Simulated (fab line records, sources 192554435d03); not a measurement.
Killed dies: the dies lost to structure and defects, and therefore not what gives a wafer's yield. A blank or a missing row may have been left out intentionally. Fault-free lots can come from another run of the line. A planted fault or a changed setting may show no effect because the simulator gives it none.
Which tool is to blame? + flow n5-finfet + 9 lots, 27 wafers sampled, at 5 steps of a route of 1938

## WHAT THE GAUGES SHOWED, per wafer
N5_BEOL_M2_CD_MEAS_28: target cd 26.2 nm, target cd y 24.1 nm. Usual: cd-nm at 26.16 nm, with a standard deviation of 0.21.
| lot  | measured     | on        | cd-nm (nm)        | flag |
|------|--------------|-----------|-------------------|------|
| L513 | day 6 21:43  | cd-sem-03 | 25.86 26.03 26.18 |      |
| L515 | day 7 17:16  | cd-sem-02 | 26.47 26.49 26.06 |      |
| L520 | day 8 20:01  | cd-sem-03 | 25.90 26.48 26.48 |      |
| L522 | day 9 14:51  | cd-sem-02 | 25.87 26.40 26.36 |      |
| L526 | day 10 03:01 | cd-sem-03 | 26.29 26.17 26.10 |      |
| L528 | day 10 23:07 | cd-sem-01 | 26.24 26.18 25.99 |      |
| L530 | day 11 03:13 | cd-sem-01 | 26.24 26.13 26.27 |      |
| L532 | day 11 15:09 | cd-sem-03 | 26.31 26.40 26.30 |      |
| L533 | day 12 13:33 | cd-sem-02 | 25.92 25.96 26.06 |      |

N5_BEOL_M4_RC_MEAS_101. Usual: DIBL_N 36.5 mV/V, standard deviation 1.4; DIBL_P 36.9 mV/V, standard deviation 1.7; IOFF_N 0.163 nA/um, standard deviation 0.023; IOFF_P 0.22 nA/um, standard deviation 0.032; ION_N 673 uA/um, standard deviation 9; ION_P 462 uA/um, standard deviation 7.5; SS_N 71.6 mV/dec, standard deviation 0.54; SS_P 73.4 mV/dec, standard deviation 0.62; VT_N 249.8 mV, standard deviation 2.8; VT_P -250 mV, standard deviation 3.5.
| lot  | measured     | on        | DIBL_N (mV/V)  | DIBL_P (mV/V)  | IOFF_N (nA/um)    | IOFF_P (nA/um) | ION_N (uA/um) | ION_P (uA/um) | SS_N (mV/dec)  | SS_P (mV/dec)  | VT_N (mV)         | VT_P (mV)      | flag |
|------|--------------|-----------|----------------|----------------|-------------------|----------------|---------------|---------------|----------------|----------------|-------------------|----------------|------|
| L513 | day 8 14:34  | prober-02 | 36.8 37.5 38.1 | 36.5 36.5 37.9 | 0.161 0.173 0.186 | 0.26 0.25 0.29 | 684 680 689   | 479 475 482   | 71.6 72.0 71.9 | 73.5 73.7 73.7 | 249.2 247.9 245.9 | -243 -248 -244 |      |
| L515 | day 8 20:10  | prober-01 | 37.6 37.0 36.0 | 36.9 35.2 35.0 | 0.182 0.159 0.147 | 0.29 0.25 0.25 | 679 663 675   | 470 466 472   | 71.9 72.1 71.5 | 72.8 73.0 72.7 | 247.3 249.2 251.0 | -242 -245 -243 |      |
| L520 | day 10 00:04 | prober-02 | 33.7 35.0 35.0 | 34.2 37.2 36.4 | 0.114 0.146 0.137 | 0.14 0.18 0.17 | 642 671 670   | 441 453 453   | 71.0 71.8 71.4 | 72.4 72.6 73.4 | 256.7 250.6 253.7 | -258 -256 -256 |      |
| L522 | day 11 06:55 | prober-02 | 37.1 36.3 36.3 | 38.5 37.9 36.7 | 0.184 0.174 0.162 | 0.22 0.21 0.20 | 680 664 667   | 458 456 450   | 71.3 72.3 72.1 | 74.1 73.2 73.7 | 245.7 247.0 249.6 | -253 -251 -253 |      |
| L526 | day 11 10:32 | prober-01 | 37.3 38.3 36.1 | 38.5 39.0 36.6 | 0.196 0.204 0.161 | 0.24 0.25 0.22 | 682 694 687   | 462 464 469   | 71.8 71.9 70.9 | 74.2 74.2 74.0 | 245.1 244.8 248.7 | -249 -248 -249 |      |
| L528 | day 12 12:41 | prober-02 | 36.8 36.8 37.8 | 38.5 38.7 40.1 | 0.174 0.182 0.198 | 0.21 0.24 0.25 | 686 684 688   | 462 470 467   | 71.9 71.7 72.4 | 73.5 73.6 73.6 | 247.8 248.8 244.6 | -251 -248 -246 |      |
| L530 | day 12 13:56 | prober-01 | 33.6 35.3 33.0 | 35.0 36.8 34.3 | 0.123 0.146 0.114 | 0.19 0.21 0.18 | 658 678 657   | 461 464 461   | 70.9 71.4 71.1 | 72.6 73.4 73.1 | 255.1 253.1 255.0 | -251 -252 -256 |      |
| L532 | day 13 19:39 | prober-01 | 32.4 33.6 33.5 | 32.4 34.1 33.6 | 0.116 0.125 0.126 | 0.17 0.18 0.17 | 662 672 670   | 457 472 458   | 70.1 70.4 70.2 | 72.2 72.7 72.0 | 252.3 252.2 247.5 | -253 -251 -254 |      |
| L533 | day 13 21:52 | prober-02 | 37.4 35.0 37.4 | 36.8 33.4 36.2 | 0.154 0.117 0.156 | 0.21 0.16 0.20 | 669 668 664   | 464 456 455   | 71.8 71.4 71.9 | 73.0 72.8 73.4 | 251.2 254.7 252.8 | -249 -253 -249 |      |

## TOOL THAT RAN EACH LOT (tool first, then ch and the chambers of the sampled wafers, then the start)
| lot  | N5_BEOL_M2_ETCHBACK_99             | N5_BEOL_M2_VIA_ETCH_34             | N5_BEOL_M2_DEGAS_44          |
|------|------------------------------------|------------------------------------|------------------------------|
| L513 | rie-diel-04 ch 1,3, day 7 07:24    | rie-diel-04 ch 1,3, day 7 07:32    | pvd-sputter-03, day 7 08:21  |
| L515 | rie-diel-05 ch 0,1,3, day 7 17:38  | rie-diel-05 ch 0,1,3, day 7 17:47  | pvd-sputter-01, day 7 19:30  |
| L520 | rie-diel-05 ch 2,3, day 9 00:47    | rie-diel-05 ch 2,3, day 9 00:59    | pvd-sputter-03, day 9 01:50  |
| L522 | rie-diel-04 ch 0,1,3, day 9 16:41  | rie-diel-04 ch 0,1,3, day 9 16:49  | pvd-sputter-02, day 9 17:26  |
| L526 | rie-diel-04 ch 0,1,3, day 10 12:08 | rie-diel-04 ch 0,1,3, day 10 12:16 | pvd-sputter-03, day 10 12:57 |
| L528 | rie-diel-05 ch 2,3, day 11 04:04   | rie-diel-05 ch 2,3, day 11 04:13   | pvd-sputter-02, day 11 05:09 |
| L530 | rie-diel-04 ch 0,1, day 11 06:52   | rie-diel-04 ch 0,1, day 11 07:01   | pvd-sputter-02, day 11 07:33 |
| L532 | rie-diel-05 ch 0,2,3, day 12 07:46 | rie-diel-05 ch 0,2,3, day 12 07:55 | pvd-sputter-03, day 12 08:31 |
| L533 | rie-diel-05 ch 0,3, day 12 15:17   | rie-diel-05 ch 0,3, day 12 15:26   | pvd-sputter-03, day 12 16:44 |
- N5_BEOL_M2_ETCHBACK_99: etches SiO2 in CHF3, target depth 5 nm, time 10.4 s.
- N5_BEOL_M2_VIA_ETCH_34: etches the open film in C4F6/O2, target depth 69.4 nm, time 65.9 s.
- N5_BEOL_M2_DEGAS_44: time 60 s.

## WHAT THE TOOLS THEMSELVES READ (means of the sampled wafers that have a number; where no wafer has one, the mark that the record gives instead)
N5_BEOL_M2_ETCHBACK_99. Usual: drypump-motor-current-A 6.1 A, standard deviation 0.36; oes-product-au 0.81 a.u., standard deviation 0.092; rf-vpp-V 242 V, standard deviation 3.1; showerhead-plenum-p-Torr 2.15 Torr, standard deviation 0.058; throttle-valve-pct 17.11 %, standard deviation 0.27.
| lot  | tool        | drypump-motor-current-A (A) | oes-product-au (a.u.) | rf-vpp-V (V) | showerhead-plenum-p-Torr (Torr) | throttle-valve-pct (%) | flag |
|------|-------------|-----------------------------|-----------------------|--------------|---------------------------------|------------------------|------|
| L513 | rie-diel-04 | 6.2                         | 0.69                  | 238          | 2.07                            | 17.35                  |      |
| L515 | rie-diel-05 | 6.2                         | 0.75                  | 244          | 2.15                            | 17.23                  |      |
| L520 | rie-diel-05 | 6.3                         | 0.77                  | 240          | 2.13                            | 17.04                  |      |
| L522 | rie-diel-04 | 5.9                         | 0.88                  | 242          | 2.21                            | 16.96                  |      |
| L526 | rie-diel-04 | 5.9                         | 0.85                  | 241          | 2.21                            | 16.97                  |      |
| L528 | rie-diel-05 | 6.2                         | 0.72                  | 242          | 2.17                            | 17.29                  |      |
| L530 | rie-diel-04 | 5.6                         | 0.84                  | 243          | 2.18                            | 16.88                  |      |
| L532 | rie-diel-05 | 6.2                         | 0.75                  | 241          | 2.12                            | 17.09                  |      |
| L533 | rie-diel-05 | 6.1                         | 0.76                  | 242          | 2.12                            | 17.08                  |      |

N5_BEOL_M2_VIA_ETCH_34. Usual: drypump-motor-current-A 6.1 A, standard deviation 0.36; oes_f_703_au 0.81 a.u., standard deviation 0.089; oes_o_777_au 0.80 a.u., standard deviation 0.089; oes-product-au 0.81 a.u., standard deviation 0.093; rf-fwd-power-W 347.1 W, standard deviation 1.7; rf-vpp-V 668 V, standard deviation 8.2; showerhead-plenum-p-Torr 2.84 Torr, standard deviation 0.074; throttle-valve-pct 30.83 %, standard deviation 0.25.
| lot  | tool        | drypump-motor-current-A (A) | oes_f_703_au (a.u.) | oes_o_777_au (a.u.) | oes-product-au (a.u.) | rf-fwd-power-W (W) | rf-vpp-V (V) | showerhead-plenum-p-Torr (Torr) | throttle-valve-pct (%) | flag |
|------|-------------|-----------------------------|---------------------|---------------------|-----------------------|--------------------|--------------|---------------------------------|------------------------|------|
| L513 | rie-diel-04 | 6.2                         | 0.70                | 0.71                | 0.69                  | 349.1              | 658          | 2.74                            | 30.97                  |      |
| L515 | rie-diel-05 | 6.2                         | 0.74                | 0.74                | 0.75                  | 345.7              | 674          | 2.83                            | 30.92                  |      |
| L520 | rie-diel-05 | 6.3                         | 0.77                | 0.77                | 0.77                  | 346.8              | 663          | 2.82                            | 30.74                  |      |
| L522 | rie-diel-04 | 5.9                         | 0.87                | 0.87                | 0.87                  | 346.9              | 668          | 2.92                            | 30.72                  |      |
| L526 | rie-diel-04 | 5.9                         | 1.09                | 1.09                | 0.91                  | 432.0              | 602          | 2.91                            | 30.73                  | OFF  |
| L528 | rie-diel-05 | 6.2                         | 0.72                | 0.72                | 0.72                  | 345.7              | 669          | 2.86                            | 30.97                  |      |
| L530 | rie-diel-04 | 5.6                         | 1.07                | 1.06                | 0.89                  | 431.1              | 605          | 2.88                            | 30.63                  | OFF  |
| L532 | rie-diel-05 | 6.2                         | 0.75                | 0.75                | 0.75                  | 345.8              | 667          | 2.81                            | 30.79                  |      |
| L533 | rie-diel-05 | 6.1                         | 0.75                | 0.75                | 0.76                  | 344.4              | 673          | 2.80                            | 30.81                  |      |

N5_BEOL_M2_DEGAS_44. Usual: heater-power-w 339 W, standard deviation 38; susceptor-temp-C 249.99 C, standard deviation 0.17.
| lot  | tool           | heater-power-w (W) | susceptor-temp-C (C) | flag |
|------|----------------|--------------------|----------------------|------|
| L513 | pvd-sputter-03 | 350                | 250.07               |      |
| L515 | pvd-sputter-01 | 324                | 249.93               |      |
| L520 | pvd-sputter-03 | 355                | 249.93               |      |
| L522 | pvd-sputter-02 | 328                | 249.90               |      |
| L526 | pvd-sputter-03 | 345                | 249.78               |      |
| L528 | pvd-sputter-02 | 309                | 250.05               |      |
| L530 | pvd-sputter-02 | 330                | 249.89               |      |
| L532 | pvd-sputter-03 | 342                | 250.11               |      |
| L533 | pvd-sputter-03 | 362                | 249.96               |      |

## THE ANSWER, worked out from the rows above alone
Rule: a lot is off if the mean of its wafers that have a number lies more than 3 standard deviations from the usual mean. Also off: a lot with no number at a reading for which 4 or more lots have one. All remaining lots with rows at the step are treated as sound. Order of review: gauges by route order, followed by the tools' own readings, for which a lot's mean as printed above is used. At the first step where some lot is off, the reading lying furthest off is the one used; lots without a number count as furthest.
Off: L526, L530, at N5_BEOL_M2_VIA_ETCH_34 (rf-fwd-power-W).
A tool fits if, at that step or a process step before it, it ran every lot that is off, and no sound lot after the first of them. One fits: N5_BEOL_M2_ETCHBACK_99 and N5_BEOL_M2_VIA_ETCH_34 on rie-diel-04. At N5_BEOL_M2_ETCHBACK_99 its last sound lot is L522 (day 9 16:41), its first lot that is off L526 (day 10 12:08): a fault that began between those two fits.

## WHAT WAS PUT IN BY THE SIMULATOR
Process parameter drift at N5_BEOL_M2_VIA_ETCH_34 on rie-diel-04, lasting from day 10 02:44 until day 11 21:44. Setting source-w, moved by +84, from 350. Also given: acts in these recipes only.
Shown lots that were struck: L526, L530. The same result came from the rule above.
